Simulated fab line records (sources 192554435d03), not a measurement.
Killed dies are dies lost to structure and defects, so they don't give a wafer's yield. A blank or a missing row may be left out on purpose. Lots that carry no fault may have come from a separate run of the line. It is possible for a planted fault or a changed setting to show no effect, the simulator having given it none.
fab line records + flow n5_finfet
[record]
- lots = 5
- wafers = 15
- last_day = 16
route steps=1938 shown BEOL_M0@719 BEOL_M4@1111
lots untouched by any fault: they come from a run of this same line in which no faults occurred
start_h: hours from the record's opening day to when the first of the lot's shown wafers began + wait_h: time in hours since the lot's previous step + " same as the row above + L1.1+2: a row that stands for several wafers + - no value, or no start given + * or withheld: withheld + < > ~ a bound
route shown NAME@n: names a module that has steps shown in the file, with the first one's number in the route + usual: mean/standard deviation of fault-free wafers + same: alike in all rows + chamber/n: place in a boat + sites: each site's reading + _std_site: the values' standard deviation + _edge_site: the outer-site mean with the inner-site mean subtracted + radius_mm: how far each site lies from the wafer's centre + mask NAME#n: copy n + behind: the last tool/chamber to shape the wafer + hold: why the lot went on hold/how many hours it stayed there/how the hold came to an end + device: which transistor (n, p or np) failed to switch + end of line: the tests these same wafers got at the end of their route + for a step that has no rows: nothing shown but its recipe + killed: at the first sort, the dies lost to defects and structure; wafer yield is something else + map: dies across one wafer; x = killed, . = not, _ = none there
set.NAME: the setting the step ran with; set.NAME@STEP: the setting that earlier step ran with + model.NAME: the simulator's own value behind a step, which no gauge read
a table for each step, a row for each wafer; lots at some steps of the route
services: a tool's chamber out of use, with start hour (start_h, from the record's first day; less than 0 if before it), hours out, and reason
[[steps]]
[step N5_BEOL_M0_WET_ETCH_106]
[recipe]
- chemistry = DHF
- dilution = 10:1
- temp_c = 25
- target = SiO2
- target_depth_a = 1300
- dry = ipa_marangoni
- rinse_time_s = 30
- rinse_temp_c = 23
[step N5_BEOL_M0_ETCH_128]
[recipe]
- chemistry = CF4/N2
- target_depth_a = 120
- overetch_a = 51
- target = SiCN
- time_s = 21.4
- ion_energy_ev = 150
- pressure_mtorr = 40
- source_w = 430
- bias_w = 70
- Ar_flow_sccm = 100
- cf4_flow_sccm = 60
- n2_flow_sccm = 60
[usual]
- drypump_motor_current_A = 5.5/0.49
- mfc_ar_sccm = 100.0/0.33
- oes_product_au = 0.55/0.054
- rf_vpp_V = 382.4/1.9
- showerhead_plenum_p_Torr = 2.21/0.074
- throttle_valve_pct = 15.44/0.25
[same]
- time_s = 21.4
| lot.wafer | tool        | chamber | start_h | wait_h | drypump_motor_current_A | mfc_ar_sccm | oes_product_au | rf_hours_counter_h | rf_vpp_V | showerhead_plenum_p_Torr | throttle_valve_pct |
|-----------|-------------|---------|---------|--------|-------------------------|-------------|----------------|--------------------|----------|--------------------------|--------------------|
| L564.2    | rie_diel-01 | 1       | 126.58  | 0.0    | 5.7                     | 99.8        | 0.46           | 245                | 380.6    | 2.17                     | 15.65              |
| L564.4    | "           | 0       | "       | "      | 5.6                     | 99.9        | 0.51           | 193                | 381.4    | 2.18                     | 15.61              |
| L564.6    | "           | 1       | "       | "      | 5.7                     | 99.8        | 0.48           | -                  | 379.7    | 2.17                     | 15.65              |
| L569.1    | rie_diel-06 | 3       | 155.00  | 0.4    | 4.9                     | 99.4        | 0.56           | 70                 | 382.1    | 2.14                     | 15.03              |
| L569.5    | "           | 0       | "       | "      | 5.0                     | 100.2       | 0.51           | -                  | 383.3    | 2.28                     | 15.67              |
| L569.6    | "           | 3       | "       | "      | 4.9                     | 99.6        | 0.58           | -                  | 380.1    | 2.14                     | 15.05              |
| L573.1    | rie_diel-03 | 2       | 177.93  | 0.0    | 5.8                     | 99.9        | 0.48           | 209                | 379.0    | 2.11                     | 15.65              |
| L573.3    | "           | 1       | "       | "      | 4.9                     | 100.7       | 0.55           | 100                | 381.0    | 2.14                     | 15.09              |
| L573.4    | "           | 3       | "       | "      | 5.8                     | 100.5       | 0.65           | 14                 | 381.8    | 2.25                     | 15.30              |
| L577.3    | rie_diel-01 | 2       | 205.94  | 0.5    | 5.1                     | 100.5       | 0.54           | 121                | 384.8    | 2.31                     | 15.73              |
| L577.5    | "           | 3       | "       | "      | 6.5                     | 100.0       | 0.57           | -                  | 384.8    | 2.33                     | 15.14              |
| L577.6    | "           | 2       | "       | "      | 5.1                     | 99.9        | 0.54           | -                  | 383.5    | 2.31                     | 15.73              |
| L585.3    | rie_diel-03 | 3       | 251.36  | 2.2    | 5.8                     | 100.0       | 0.61           | 41                 | 383.1    | 2.24                     | 15.37              |
| L585.4    | "           | 0       | "       | "      | 6.3                     | 100.1       | 0.47           | 242                | 383.5    | 2.26                     | 15.72              |
| L585.5    | "           | 0       | "       | "      | 6.2                     | 100.1       | 0.47           | -                  | 383.8    | 2.26                     | 15.72              |
[step N5_BEOL_M0_TRENCH_ETCH_107]
[recipe]
- chemistry = C4F6/O2
- target_depth_a = 328
- target = SiOC
- time_s = 16.4
- ion_energy_ev = 250
- pressure_mtorr = 30
- source_w = 355
- bias_w = 185
- Ar_flow_sccm = 300
- C4F6_flow_sccm = 10
- O2_flow_sccm = 10
[step N5_BEOL_M0_STRIP_142]
[recipe]
- chemistry = N2/H2
- time_s = 10
- power_w = 450
- temp_c = 40
- pressure_mtorr = 20
- rf_frequency_hz = 6e+07
- bias_power_w = 7
- n2_flow_sccm = 200
- h2_flow_sccm = 200
[step N5_BEOL_M0_OCD_MEAS_108]
[usual]
- trench_depth_nm = 32.8/0.59
| lot.wafer | tool   | chamber | start_h | wait_h | trench_depth_nm |
|-----------|--------|---------|---------|--------|-----------------|
| L564.2    | ocd-02 | -       | 126.73  | 0.1    | 32.7            |
| L564.4    | "      | -       | "       | "      | 33.4            |
| L564.6    | "      | -       | "       | "      | 32.4            |
| L569.1    | ocd-02 | -       | 155.14  | 0.1    | 32.1            |
| L569.5    | "      | -       | "       | "      | 32.7            |
| L569.6    | "      | -       | "       | "      | 32.4            |
| L573.1    | ocd-02 | -       | 178.07  | 0.1    | 33.4            |
| L573.3    | "      | -       | "       | "      | 32.7            |
| L573.4    | "      | -       | "       | "      | 33.5            |
| L577.3    | ocd-02 | -       | 206.09  | 0.1    | 32.3            |
| L577.5    | "      | -       | "       | "      | 33.8            |
| L577.6    | "      | -       | "       | "      | 32.1            |
| L585.3    | ocd-02 | -       | 251.52  | 0.1    | 32.9            |
| L585.4    | "      | -       | "       | "      | 32.5            |
| L585.5    | "      | -       | "       | "      | 33.2            |
[step N5_BEOL_M0_HM_STRIP_129]
[recipe]
- chemistry = peroxide_tin_strip
- material = TiN
- target_depth_a = 170
- temp_c = 50
- time_s = 108
[step N5_BEOL_M0_SRD_130]
[recipe]
- time_s = 30
- temp_c = 23
- rinse_liquid = diw
- dry = ipa_marangoni
[step N5_BEOL_M0_ETCH_109]
[recipe]
- chemistry = CH3F/O2
- target_depth_a = 80
- overetch_a = 24
- target = SiCN
- time_s = 27.4
- ion_energy_ev = 120
- pressure_mtorr = 30
- source_w = 395
- bias_w = 75
- Ar_flow_sccm = 150
- CH3F_flow_sccm = 30
- O2_flow_sccm = 20
[step N5_BEOL_M0_STRIP_139]
[recipe]
- chemistry = post_etch_residue_remover
- time_s = 60
- temp_c = 25
- remover_ph = withheld
- remover_water_wt_pct = withheld
- remover_fluoride_wt_pct = withheld
[step N5_BEOL_M0_SRD_111]
[recipe]
- time_s = 30
- temp_c = 23
- rinse_liquid = diw
- dry = ipa_marangoni
[step N5_BEOL_M0_DEGAS_112]
[recipe]
- ambient = vacuum
- temp_c = 250
- time_s = 60
[step N5_BEOL_M0_PRE_CLEAN_113]
[recipe]
- gas = H2/He
- time_s = 30
- temp_c = 250
[step N5_BEOL_M0_ALD_136]
[recipe]
- material = TaN
- target_thk_a = *
- temp_c = 275
- ald_precursor_family = PDMAT
- ald_co_reactant = NH3
- pressure_torr = 3
- carrier_flow_sccm = 1500
- pulse_time_s = 2
- purge_time_s = 3
- co_reactant_purge_time_s = 2
- co_reactant_pulse_time_s = 3
- ald_cycles = 30
- precursor_vessel_temp_c = 75
- precursor_vessel_pressure_torr = 26.25
- precursor_vessel_carrier_sccm = 1000
[usual]
- ald_cycles = 30/0
- heater_power_w = 420/55
[same]
- co_reactant_purge_time_s = 2
- pulse_time_s = 2
| lot.wafer | tool         | chamber | start_h | wait_h | ald_cycles | heater_power_w | model.TaN_of_BEOL_M0_ALD_136.thk_nm |
|-----------|--------------|---------|---------|--------|------------|----------------|-------------------------------------|
| L564.2    | ald_metal-02 | 3       | 127.21  | 0.0    | 30         | 365            | *                                   |
| L564.4    | "            | 1       | "       | "      | 30         | 391            | *                                   |
| L564.6    | "            | 3       | "       | "      | 30         | 363            | *                                   |
| L569.1    | ald_metal-03 | 3       | 156.18  | 0.1    | 30         | 464            | *                                   |
| L569.5    | "            | 1       | "       | "      | 30         | 494            | *                                   |
| L569.6    | "            | 2       | "       | "      | 30         | 403            | *                                   |
| L573.1    | ald_metal-03 | 3       | 178.88  | 0.0    | 30         | 483            | *                                   |
| L573.3    | "            | 1       | "       | "      | 30         | 485            | *                                   |
| L573.4    | "            | 2       | "       | "      | 15         | 384            | *                                   |
| L577.3    | ald_metal-02 | 1       | 207.03  | 0.1    | 30         | 385            | *                                   |
| L577.5    | "            | 2       | "       | "      | 30         | 487            | *                                   |
| L577.6    | "            | 1       | "       | "      | 30         | 391            | *                                   |
| L585.3    | ald_metal-02 | 2       | 253.45  | 0.0    | 30         | 494            | *                                   |
| L585.4    | "            | 1       | "       | "      | 30         | 384            | *                                   |
| L585.5    | "            | 1       | "       | "      | 30         | 394            | *                                   |
[step N5_BEOL_M0_SURFACE_TREAT_137]
[recipe]
- gas = Ar
- time_s = *
- ion_energy_ev = *
- ion_current_ma_cm2 = 0.5
- pressure_mtorr = *
- ar_flow_sccm = 30
[step N5_BEOL_M0_CVD_115]
[recipe]
- material = Co
- target_thk_a = *
- temp_c = withheld
- precursor = CCTBA/H2
- pressure_torr = 30
- time_s = 120
[step N5_BEOL_M0_SPUTTER_116]
[recipe]
- material = Cu
- target_thk_a = 40
- temp_c = -20
- chamber_pressure_pa = 0.07
- power_w = withheld
- time_s = 7.37
[usual]
- throttle_valve_pct = 30.5/0.85
[same]
- time_s = 7.37
| lot.wafer | tool           | chamber | start_h | wait_h | throttle_valve_pct |
|-----------|----------------|---------|---------|--------|--------------------|
| L564.2    | pvd_sputter-03 | -       | 127.68  | 0.1    | 31.3               |
| L564.4    | "              | -       | "       | "      | 29.7               |
| L564.6    | "              | -       | "       | "      | 29.6               |
| L569.1    | pvd_sputter-03 | -       | 156.85  | 0.1    | 29.8               |
| L569.5    | "              | -       | "       | "      | 31.4               |
| L569.6    | "              | -       | "       | "      | 29.5               |
| L573.1    | pvd_sputter-01 | -       | 179.49  | 0.1    | 30.4               |
| L573.3    | "              | -       | "       | "      | 32.0               |
| L573.4    | "              | -       | "       | "      | 31.4               |
| L577.3    | pvd_sputter-03 | -       | 207.93  | 0.3    | 29.8               |
| L577.5    | "              | -       | "       | "      | 29.7               |
| L577.6    | "              | -       | "       | "      | 29.5               |
| L585.3    | pvd_sputter-01 | -       | 253.93  | 0.1    | 32.0               |
| L585.4    | "              | -       | "       | "      | 31.6               |
| L585.5    | "              | -       | "       | "      | 30.3               |
[step N5_BEOL_M0_ANNEAL_117]
[recipe]
- temp_c = 400
- time_s = 60
- ambient = vacuum
[usual]
- heater_power_w = 873/130
[same]
- time_s = 60
| lot.wafer | tool           | chamber | start_h | wait_h | heater_power_w |
|-----------|----------------|---------|---------|--------|----------------|
| L564.2    | pvd_sputter-03 | -       | 127.76  | 0.0    | 809            |
| L564.4    | "              | -       | "       | "      | 999            |
| L564.6    | "              | -       | "       | "      | 1005           |
| L569.1    | pvd_sputter-03 | -       | 156.93  | 0.0    | 878            |
| L569.5    | "              | -       | "       | "      | 806            |
| L569.6    | "              | -       | "       | "      | 993            |
| L573.1    | pvd_sputter-01 | -       | 179.57  | 0.0    | 825            |
| L573.3    | "              | -       | "       | "      | 802            |
| L573.4    | "              | -       | "       | "      | 1065           |
| L577.3    | pvd_sputter-03 | -       | 208.01  | 0.0    | 776            |
| L577.5    | "              | -       | "       | "      | 771            |
| L577.6    | "              | -       | "       | "      | 978            |
| L585.3    | pvd_sputter-01 | -       | 254.01  | 0.0    | 805            |
| L585.4    | "              | -       | "       | "      | 1086           |
| L585.5    | "              | -       | "       | "      | 661            |
[step N5_BEOL_M0_SPUTTER_132]
[recipe]
- material = Cu
- target_thk_a = 40
- temp_c = -20
- chamber_pressure_pa = 0.07
- power_w = withheld
- time_s = 7.37
[step N5_BEOL_M0_ANNEAL_133]
[recipe]
- temp_c = 400
- time_s = 60
- ambient = vacuum
[usual]
- heater_power_w = 876/130
[same]
- time_s = 60
| lot.wafer | tool           | chamber | start_h | wait_h | heater_power_w |
|-----------|----------------|---------|---------|--------|----------------|
| L564.2    | pvd_sputter-03 | -       | 127.88  | 0.0    | 791            |
| L564.4    | "              | -       | "       | "      | 998            |
| L564.6    | "              | -       | "       | "      | 993            |
| L569.1    | pvd_sputter-03 | -       | 157.05  | 0.0    | 886            |
| L569.5    | "              | -       | "       | "      | 795            |
| L569.6    | "              | -       | "       | "      | 1002           |
| L573.1    | pvd_sputter-01 | -       | 179.69  | 0.0    | 833            |
| L573.3    | "              | -       | "       | "      | 805            |
| L573.4    | "              | -       | "       | "      | 1088           |
| L577.3    | pvd_sputter-03 | -       | 208.13  | 0.0    | 747            |
| L577.5    | "              | -       | "       | "      | 772            |
| L577.6    | "              | -       | "       | "      | 1012           |
| L585.3    | pvd_sputter-01 | -       | 254.13  | 0.0    | 803            |
| L585.4    | "              | -       | "       | "      | 1115           |
| L585.5    | "              | -       | "       | "      | 636            |
[step N5_BEOL_M0_SPUTTER_134]
[recipe]
- material = Cu
- target_thk_a = 40
- temp_c = -20
- chamber_pressure_pa = 0.07
- power_w = withheld
- time_s = 7.37
[step N5_BEOL_M0_ANNEAL_135]
[recipe]
- temp_c = 400
- time_s = 60
- ambient = vacuum
[usual]
- heater_power_w = 875/130
[same]
- time_s = 60
| lot.wafer | tool           | chamber | start_h | wait_h | heater_power_w |
|-----------|----------------|---------|---------|--------|----------------|
| L564.2    | pvd_sputter-03 | -       | 128.00  | 0.0    | 797            |
| L564.4    | "              | -       | "       | "      | 1000           |
| L564.6    | "              | -       | "       | "      | 1011           |
| L569.1    | pvd_sputter-03 | -       | 157.17  | 0.0    | 870            |
| L569.5    | "              | -       | "       | "      | 811            |
| L569.6    | "              | -       | "       | "      | 994            |
| L573.1    | pvd_sputter-01 | -       | 179.81  | 0.0    | 841            |
| L573.3    | "              | -       | "       | "      | 827            |
| L573.4    | "              | -       | "       | "      | 1054           |
| L577.3    | pvd_sputter-03 | -       | 208.25  | 0.0    | 758            |
| L577.5    | "              | -       | "       | "      | 770            |
| L577.6    | "              | -       | "       | "      | 1007           |
| L585.3    | pvd_sputter-01 | -       | 254.25  | 0.0    | 787            |
| L585.4    | "              | -       | "       | "      | 1092           |
| L585.5    | "              | -       | "       | "      | 653            |
[step N5_BEOL_M0_SPUTTER_141]
[recipe]
- material = Cu
- target_thk_a = 40
- temp_c = -20
- chamber_pressure_pa = 0.07
- power_w = withheld
- time_s = 7.37
[step N5_BEOL_M0_ECD_118]
[recipe]
- material = Cu
- target_thk_a = 3000
[step N5_BEOL_M0_ANNEAL_119]
[recipe]
- temp_c = 225
- time_s = 90
- ambient = N2
[step N5_BEOL_M0_CMP_120]
[recipe]
- stop_on = SiOC
- t_overpolish_s = 6.9
- down_force_psi = 1
- platen_rpm = 50
- clearing_platen_down_force_psi = 1.5
- clearing_platen_rpm = 50
- post_cmp_clean = cu_alkaline
- clearing_platen_pad_velocity_m_s = 0.99484
- pad_velocity_m_s = 0.99484
[usual]
- barrier_field_endpoint_s = 3.66/0.12
- edge_zone_pressure_frac = 1.000/0.0051
- motor_current_A = 6.1/0.68
| lot.wafer | tool   | chamber | start_h | wait_h | barrier_field_endpoint_s | edge_zone_pressure_frac | motor_current_A |
|-----------|--------|---------|---------|--------|--------------------------|-------------------------|-----------------|
| L564.2    | cmp-04 | 2       | 129.40  | 0.5    | 3.53                     | 0.993                   | 5.6             |
| L564.4    | "      | 3       | "       | "      | 3.62                     | 1.011                   | 7.0             |
| L564.6    | "      | 1       | "       | "      | 3.51                     | 0.991                   | 6.4             |
| L569.1    | cmp-01 | 1       | 157.74  | 0.3    | 3.59                     | 0.996                   | 5.4             |
| L569.6    | "      | 0       | "       | "      | 3.76                     | 1.008                   | 6.1             |
| L569.5    | "      | 1       | "       | "      | 3.87                     | 0.997                   | 5.2             |
| L573.3    | cmp-03 | 1       | 180.34  | 0.2    | 3.50                     | 0.998                   | 5.5             |
| L573.1    | "      | 2       | "       | "      | 3.59                     | 1.002                   | 6.4             |
| L573.4    | "      | 0       | "       | "      | 2.71                     | 0.998                   | 6.0             |
| L577.3    | cmp-01 | 2       | 208.89  | 0.3    | 3.53                     | 0.990                   | 6.8             |
| L577.6    | "      | 3       | "       | "      | 3.74                     | 1.006                   | 7.3             |
| L577.5    | "      | 0       | "       | "      | 3.64                     | 1.001                   | 5.8             |
| L585.4    | cmp-03 | 0       | 254.78  | 0.1    | 3.92                     | 1.000                   | 6.4             |
| L585.3    | "      | 1       | "       | "      | 3.64                     | 0.999                   | 5.3             |
| L585.5    | "      | 0       | "       | "      | 3.82                     | 0.993                   | 6.2             |
[step N5_BEOL_M4_RC_MEAS_101]
[usual]
- DIBL_N = 36.3/1.7
- DIBL_P = 36.5/1.8
- IOFF_N = 0.16/0.033
- IOFF_P = 0.21/0.037
- ION_N = 675/11
- ION_P = 462/7.9
- SS_N = 71.6/0.64
- SS_P = 73.3/0.68
- VT_N = 249/3.3
- VT_P = -250/3.3
| lot.wafer | tool      | chamber | start_h | wait_h | DIBL_N[mV/V] | DIBL_P[mV/V] | IOFF_N[nA/um] | IOFF_P[nA/um] | ION_N[uA/um] | ION_P[uA/um] | SS_N[mV/dec] | SS_P[mV/dec] | VT_N[mV] | VT_P[mV] |
|-----------|-----------|---------|---------|--------|--------------|--------------|---------------|---------------|--------------|--------------|--------------|--------------|----------|----------|
| L564.2    | prober-02 | 0       | 179.71  | 0.2    | 36.0         | 36.0         | 0.17          | 0.24          | 697          | 478          | 71.6         | 73.3         | 248      | -249     |
| L564.4    | "         | 0       | "       | "      | 35.7         | 36.2         | 0.16          | 0.24          | 670          | 467          | 71.5         | 73.4         | 251      | -248     |
| L564.6    | "         | 0       | "       | "      | 34.0         | 33.7         | 0.13          | 0.19          | 667          | 461          | 72.1         | 72.2         | 249      | -250     |
| L569.1    | prober-01 | 0       | 202.13  | 0.0    | 36.6         | 38.1         | 0.19          | 0.25          | 701          | 478          | 72.2         | 74.2         | 244      | -247     |
| L569.5    | "         | 0       | "       | "      | 38.7         | 40.4         | 0.23          | 0.30          | 704          | 477          | 71.8         | 73.9         | 241      | -246     |
| L569.6    | "         | 0       | "       | "      | 35.0         | 35.7         | 0.15          | 0.20          | 672          | 461          | 71.6         | 73.2         | 248      | -252     |
| L573.1    | prober-01 | 0       | 223.19  | 0.0    | 35.6         | 36.8         | 0.16          | 0.23          | 691          | 475          | 71.3         | 74.3         | 248      | -250     |
| L573.3    | "         | 0       | "       | "      | 35.2         | 35.9         | 0.15          | 0.22          | 679          | 466          | 71.8         | 73.9         | 252      | -250     |
| L573.4    | "         | 0       | "       | "      | 35.1         | 37.3         | 0.16          | 0.24          | 684          | 468          | 72.2         | 73.7         | 250      | -249     |
| L577.3    | prober-01 | 0       | 254.00  | 0.3    | 36.9         | 36.9         | 0.18          | 0.27          | 688          | 476          | 71.6         | 73.2         | 246      | -244     |
| L577.5    | "         | 0       | "       | "      | 38.6         | 38.4         | 0.22          | 0.32          | 683          | 476          | 72.2         | 73.3         | 246      | -241     |
| L577.6    | "         | 0       | "       | "      | 37.9         | 38.2         | 0.20          | 0.30          | 678          | 472          | 72.1         | 73.5         | 247      | -242     |
| L585.3    | prober-02 | 0       | 298.49  | 0.3    | 40.3         | 39.9         | 0.24          | 0.24          | 693          | 461          | 73.0         | 74.6         | 246      | -254     |
| L585.4    | "         | 0       | "       | "      | 40.2         | 39.7         | 0.24          | 0.24          | 703          | 466          | 72.2         | 74.6         | 243      | -249     |
| L585.5    | "         | 0       | "       | "      | 36.1         | 35.1         | 0.14          | 0.17          | 676          | 458          | 71.3         | 72.9         | 251      | -250     |
[[services]]
| tool           | chamber | start_h | hours | kind                          |
|----------------|---------|---------|-------|-------------------------------|
| rie_diel-03    | 3       | 115.55  | -     | clean                         |
| rie_diel-03    | 3       | 115.55  | -     | consumable_replace:focus_ring |
| rie_diel-03    | 3       | 115.55  | 23.0  | scheduled_down                |
| rie_diel-03    | 3       | 115.55  | 23.0  | vent_cycle                    |
| pvd_sputter-03 | -       | 121.68  | 0.6   | repair                        |
| cmp-01         | -       | 121.79  | 5.5   | pm                            |
| cmp-04         | -       | 131.04  | 0.9   | repair                        |
| ald_metal-02   | 2       | 136.13  | 25.2  | repair                        |
| rie_diel-03    | 2       | 140.46  | 3.9   | repair                        |
| rie_diel-01    | 1       | 146.78  | -     | clean                         |
| rie_diel-01    | 1       | 146.78  | -     | consumable_replace:focus_ring |
| ald_metal-03   | -       | 181.49  | 2.8   | pm                            |
| cmp-03         | -       | 185.30  | 6.0   | repair                        |
| rie_diel-03    | 0       | 187.82  | 10.9  | repair                        |
| rie_diel-06    | 0       | 188.36  | 17.2  | repair                        |
| cmp-01         | -       | 193.40  | 0.3   | repair                        |
| rie_diel-03    | 1       | 213.27  | 14.2  | repair                        |
| rie_diel-03    | 0       | 218.88  | 6.2   | repair                        |
| cmp-01         | -       | 221.20  | 4.0   | pm                            |
| ald_metal-03   | 2       | 231.99  | 5.6   | repair                        |
| cmp-04         | -       | 239.30  | 0.7   | repair                        |
| cmp-01         | -       | 247.09  | 14.3  | pm                            |
| ald_metal-03   | -       | 252.44  | 0.6   | repair                        |
| rie_diel-06    | 1       | 254.91  | 6.7   | repair                        |
[[key]]
[first_sign]
- step = N5_BEOL_M0_ALD_136
- reading = ald_cycles
- direction = down
- sigmas = 99+
- usual = *
- struck = *
[effect]
- step = N5_BEOL_M0_CMP_120
- reading = barrier_field_endpoint_s
- direction = down
- sigmas = 7.5
- usual = 3.66
- struck = 2.71
[model_effect]
- step = N5_BEOL_M0_ALD_136
- value = TaN_of_BEOL_M0_ALD_136.thk_nm
- without = *
- struck = *
met_at N5_BEOL_M0_ALD_136
struck_wafers L573.4
onset_between 156.18 178.88
[fault]
- kind = process_parameter_drift
- tool = ald_metal-03
- chamber = 2
- onset_h = 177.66
- steps = N5_BEOL_M0_ALD_136
- channel = ald_cycles
- offset = *
- shape = step
- end_h = 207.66
- acts_in = *
- stated = *
